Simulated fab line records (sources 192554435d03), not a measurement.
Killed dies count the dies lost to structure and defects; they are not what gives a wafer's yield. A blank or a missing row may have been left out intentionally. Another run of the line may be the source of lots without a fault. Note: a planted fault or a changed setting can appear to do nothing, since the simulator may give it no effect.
Matching of chambers | flow n5_finfet | rie_diel-03 running N5_BEOL_M1_ETCH_74: 4 sister chambers
The step etches underlayer in N2/H2, target depth 6.5 nm, time 5.2 s. 4 wafers are shown with their chamber, then 9 later ones without.

== WAFERS WITH THEIR CHAMBER ==
wafer  | chamber | drypump_motor_current_A (A)
L090.3 | 0       | 4.7
L092.1 | 1       | 6.1
L092.2 | 3       | 5.5
L092.6 | 2       | 5.3

== WAFERS WITH NO CHAMBER GIVEN ==
wafer  | drypump_motor_current_A (A)
L094.1 | 4.7
L094.2 | 5.5
L094.3 | 6.0
L095.4 | 5.3
L095.5 | 4.7
L095.6 | 6.0
L096.2 | 5.4
L096.3 | 5.5
L096.6 | 5.5

== WHICH CHAMBER EACH ONE RAN IN ==
wafer  | from the rows above     | in truth
L094.1 | 0                       | 0
L094.2 | 3                       | 3
L094.3 | 1                       | 1
L095.4 | 2                       | 2
L095.5 | 0                       | 0
L095.6 | 1                       | 1
L096.2 | can't be placed: 3 or 2 | 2
L096.3 | 3                       | 3
L096.6 | 3                       | 3
Correctly placed: 8 of 9. Not placeable from these rows: 1 (in 1, the candidates include the true chamber). Placed wrongly: 0.
How it was worked out, from the rows above alone: a wafer's distance from a chamber is the root of the sum, over the readings, of the square of ((its reading less the chamber's mean) divided by the reading's scatter). The wafer belongs to the nearest chamber; if the next one is less than 2 further off, it can't be placed. A chamber's mean is the mean of its shown wafers. The scatter: root of mean squared gap, hidden wafer to nearest shown wafer, with one shown wafer a chamber.
